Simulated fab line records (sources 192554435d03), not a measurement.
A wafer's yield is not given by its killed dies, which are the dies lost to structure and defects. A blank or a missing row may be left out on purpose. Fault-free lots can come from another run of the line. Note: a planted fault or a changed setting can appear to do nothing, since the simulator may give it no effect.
Which tool did it? -- flow n5_finfet -- 8 lots, 24 wafers sampled, at 6 steps of a route of 1938

WHAT THE GAUGES SHOWED, per wafer
N5_FIN_SAQP_THK_MEAS_05. Usual: 37.9 nm for thk_nm, sd 0.5.
lot,measured,on,thk_nm (nm),flag
L306,day 1 22:41,film_metro-02,37.2 38.0 38.0,
L308,day 2 09:47,film_metro-02,37.1 37.5 37.9,
L309,day 2 14:47,film_metro-01,37.3 36.6 37.3,
L313,day 3 15:45,film_metro-01,37.5 38.6 38.5,
L314,day 3 22:14,film_metro-02,37.4 38.8 38.0,
L321,day 5 14:37,film_metro-02,37.5 37.6 38.9,
L328,day 7 09:45,film_metro-02,37.5 38.3 38.6,
L329,day 7 14:26,film_metro-02,37.6 38.3 38.3,

N5_FIN_SAQP_THK_MEAS_07. Usual: 59.8 nm for thk_nm, sd 0.7.
lot,measured,on,thk_nm (nm),flag
L306,day 1 22:53,film_metro-02,59.6 60.4 60.6,
L308,day 2 09:59,film_metro-02,60.4 59.5 60.7,
L309,day 2 15:00,film_metro-01,59.1 59.0 59.7,
L313,day 3 15:57,film_metro-02,59.3 59.7 59.4,
L314,day 3 22:26,film_metro-02,59.5 60.1 60.4,
L321,day 5 14:50,film_metro-02,59.4 59.7 59.9,
L328,day 7 09:57,film_metro-01,59.9 60.0 61.2,
L329,day 7 14:38,film_metro-02,59.5 60.4 60.1,

N5_BEOL_M4_RC_MEAS_101. Usual: DIBL_N 36.8 mV/V, standard deviation 1.5; DIBL_P 37.1 mV/V, standard deviation 2.1; IOFF_N 0.168 nA/um, standard deviation 0.03; IOFF_P 0.22 nA/um, standard deviation 0.034; ION_N 679 uA/um, standard deviation 12; ION_P 466 uA/um, standard deviation 8; SS_N 71.7 mV/dec, standard deviation 0.58; SS_P 73.5 mV/dec, standard deviation 0.67; VT_N 248.8 mV, standard deviation 2.7; VT_P -250 mV, standard deviation 3.3.
lot,measured,on,DIBL_N (mV/V),DIBL_P (mV/V),IOFF_N (nA/um),IOFF_P (nA/um),ION_N (uA/um),ION_P (uA/um),SS_N (mV/dec),SS_P (mV/dec),VT_N (mV),VT_P (mV),flag
L306,day 7 12:11,prober-02,38.6 34.9 38.5,39.9 35.0 39.9,0.204 0.135 0.213,0.24 0.17 0.25,683 662 679,463 455 466,73.2 71.3 71.6,74.1 73.5 74.3,247.3 250.8 244.0,-249 -256 -247,
L308,day 8 13:29,prober-01,37.0 36.9 37.1,36.1 36.0 36.1,0.146 0.146 0.148,0.19 0.20 0.20,678 675 672,461 462 461,71.5 70.6 70.9,73.5 72.9 73.4,249.8 247.4 248.0,-253 -249 -250,
L309,day 8 13:56,prober-02,36.8 37.9 37.9,36.8 38.8 37.6,0.162 0.184 0.190,0.26 0.29 0.26,690 689 704,482 479 486,71.3 71.8 71.9,73.5 74.2 73.5,248.8 249.6 246.3,-246 -242 -246,
L313,day 9 15:16,prober-02,39.4 37.6 37.8,37.8 36.6 37.7,0.201 0.169 0.178,0.25 0.23 0.25,695 684 695,471 466 478,71.9 72.0 72.0,74.3 73.3 73.8,248.2 250.7 247.1,-249 -246 -243,
L314,day 9 19:59,prober-02,38.5 35.3 37.8,38.9 36.3 39.0,0.202 0.153 0.204,0.22 0.19 0.24,682 678 696,455 466 467,72.4 72.1 72.0,74.0 73.2 74.1,246.2 250.0 245.2,-250 -253 -249,
L321,day 11 08:31,prober-02,36.5 35.7 38.2,37.7 37.1 39.7,0.184 0.152 0.230,0.21 0.19 0.24,686 682 697,463 471 476,71.9 71.7 73.2,73.9 72.8 74.2,245.8 249.9 242.6,-253 -254 -250,
L328,day 13 08:35,prober-02,33.4 34.7 36.5,33.0 34.8 36.2,0.126 0.147 0.164,0.19 0.22 0.26,679 681 678,469 472 474,71.3 71.5 72.4,72.9 73.4 73.0,252.8 252.4 248.7,-251 -247 -246,
L329,day 14 02:40,prober-01,37.7 38.0 35.4,38.6 37.2 34.7,0.167 0.171 0.135,0.25 0.22 0.18,676 680 667,467 469 455,71.3 71.0 71.3,73.1 72.6 72.9,249.5 249.2 252.4,-246 -248 -251,

TOOL THAT RAN EACH LOT (tool first, then ch and the chambers of the sampled wafers, then the start)
lot,N5_FIN_SAQP_HM_DEP_03,N5_FIN_SAQP_MANDREL_ETCH_22,N5_FIN_SAQP_ETCH_57
L306,"pecvd-04 ch 1,2, day 1 22:36","rie_si-05 ch 0,3, day 1 23:46","rie_diel-06 ch 2,3, day 2 01:45"
L308,"pecvd-04 ch 0,1, day 2 09:42","rie_si-01 ch 1,2,3, day 2 11:02","rie_diel-06 ch 0,2,3, day 2 13:04"
L309,"pecvd-03 ch 0,2, day 2 14:42","rie_si-01 ch 0,1,2, day 2 15:45","rie_diel-06 ch 0,2,3, day 2 17:33"
L313,"pecvd-04 ch 0,1, day 3 15:40","rie_si-01 ch 1,2,3, day 3 16:41","rie_diel-01 ch 0,2, day 3 18:52"
L314,"pecvd-02 ch 0,1,2, day 3 22:08","rie_si-01 ch 1,2,3, day 3 23:18","rie_diel-01 ch 0,1,2, day 4 01:32"
L321,"pecvd-02 ch 0,2, day 5 14:32","rie_si-05 ch 0,1,3, day 5 15:42","rie_diel-06 ch 0,2, day 5 19:13"
L328,"pecvd-02 ch 0,2, day 7 09:40","rie_si-05 ch 1,2,3, day 7 10:49","rie_diel-01 ch 0,3, day 7 12:35"
L329,"pecvd-02 ch 0,2, day 7 14:20","rie_si-05 ch 0,1,3, day 7 15:38","rie_diel-06 ch 1,2, day 7 17:26"
- N5_FIN_SAQP_HM_DEP_03: deposits SiNx from SiH4/NH3/N2, target thk 38 nm, time 33.6 s.
- N5_FIN_SAQP_MANDREL_ETCH_22: etches a-Si in HBr/Cl2, stops on SiNx, target depth 60 nm, bt time 10 s, time 30 s.
- N5_FIN_SAQP_ETCH_57: etches SiNx in CH3F/O2, target depth 32.5 nm, time 46.4 s.

AS READ BY THE TOOLS THEMSELVES (means over the sampled wafers that have a number; for cases with no such wafer, the mark the record gives instead)
N5_FIN_SAQP_HM_DEP_03. Usual: heater_power_w 777 W, standard deviation 60; showerhead_plenum_p_Torr 5.15 Torr, standard deviation 0.047; throttle_valve_pct 41.2 %, standard deviation 2.8.
lot,tool,heater_power_w (W),showerhead_plenum_p_Torr (Torr),throttle_valve_pct (%),flag
L306,pecvd-04,812,5.14,41.6,
L308,pecvd-04,795,5.12,41.6,
L309,pecvd-03,739,5.19,39.2,
L313,pecvd-04,764,5.12,43.9,
L314,pecvd-02,767,5.14,40.4,
L321,pecvd-02,729,5.13,40.5,
L328,pecvd-02,745,5.12,40.6,
L329,pecvd-02,704,5.11,39.7,

N5_FIN_SAQP_MANDREL_ETCH_22. Usual: bias_w 75.02 W, standard deviation 0.25; drypump_motor_current_A 5.5 A, standard deviation 0.32; oes_product_au 0.761 a.u., standard deviation 0.014; throttle_valve_pct 35.4 %, standard deviation 0.38.
lot,tool,bias_w (W),drypump_motor_current_A (A),oes_product_au (a.u.),throttle_valve_pct (%),flag
L306,rie_si-05,75.18,5.5,0.767,35.6,
L308,rie_si-01,74.89,5.6,0.759,35.2,
L309,rie_si-01,74.95,5.5,0.762,35.4,
L313,rie_si-01,74.89,5.6,0.639,35.4,OFF
L314,rie_si-01,75.28,5.6,0.644,35.4,OFF
L321,rie_si-05,74.86,5.3,0.761,35.6,
L328,rie_si-05,75.10,5.3,0.759,35.3,
L329,rie_si-05,75.14,5.3,0.766,35.5,

N5_FIN_SAQP_ETCH_57. Usual: bias_w 72.97 W, standard deviation 0.22; drypump_motor_current_A 5.6 A, standard deviation 0.5; etch_rf_on_time_s 45.8 s, standard deviation 1.1; oes_ar_750_au 0.80 a.u., standard deviation 0.097; oes_product_au 0.68 a.u., standard deviation 0.085; rf_vpp_V 295 V, standard deviation 4.9; showerhead_plenum_p_Torr 2.01 Torr, standard deviation 0.075; throttle_valve_pct 16.41 %, standard deviation 0.26.
lot,tool,bias_w (W),drypump_motor_current_A (A),etch_rf_on_time_s (s),oes_ar_750_au (a.u.),oes_product_au (a.u.),rf_vpp_V (V),showerhead_plenum_p_Torr (Torr),throttle_valve_pct (%),flag
L306,rie_diel-06,73.12,5.6,45.5,0.85,0.72,289,2.00,16.45,
L308,rie_diel-06,73.15,5.6,45.2,0.87,0.74,291,2.06,16.37,
L309,rie_diel-06,72.74,5.6,45.2,0.87,0.73,292,2.06,16.36,
L313,rie_diel-01,72.90,5.2,38.5,0.74,0.63,294,2.01,16.28,OFF
L314,rie_diel-01,72.83,5.3,37.3,0.74,0.63,297,1.99,16.48,OFF
L321,rie_diel-06,73.02,5.6,45.1,0.79,0.66,290,2.09,16.55,
L328,rie_diel-01,73.03,4.9,47.0,0.78,0.67,297,1.97,16.17,
L329,rie_diel-06,73.18,6.0,45.3,0.87,0.75,294,1.99,16.28,

THE ANSWER, worked out from the rows above alone
Rule: take the mean of a lot's wafers that have a number; if it is more than 3 standard deviations from the usual mean, the lot is off. Also off: a lot with no number at a reading for which 4 or more lots have one. All remaining lots with rows at the step are treated as sound. First the gauges in route order, then the tools' own readings, where a lot's mean is used as printed above. At the first step where some lot is off, the reading lying furthest off is the one used; lots without a number count as furthest.
Off at N5_FIN_SAQP_MANDREL_ETCH_22 (oes_product_au): L313, L314.
A tool fits if, at that step or a process step before it, it ran every lot that is off, and no sound lot after the first of them. One fits: N5_FIN_SAQP_MANDREL_ETCH_22 on rie_si-01. A fault onset in the window from L309 (day 2 15:45, its last sound lot) to L313 (day 3 16:41, its first lot off) fits.
The tool's own readings at N5_FIN_SAQP_MANDREL_ETCH_22 bear it out: on the lots that are off they differ by more than 5 times the standard deviation of the sound lots' means. oes_product_au reads 0.641 a.u. there against 0.762 a.u. on the sound lots.

WHAT THE SIMULATOR PUT IN
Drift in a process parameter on rie_si-01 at N5_FIN_SAQP_MANDREL_ETCH_22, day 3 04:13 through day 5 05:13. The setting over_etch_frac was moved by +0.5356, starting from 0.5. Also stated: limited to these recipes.
Struck lots among those shown: L313, L314. The rule above reached the same finding.
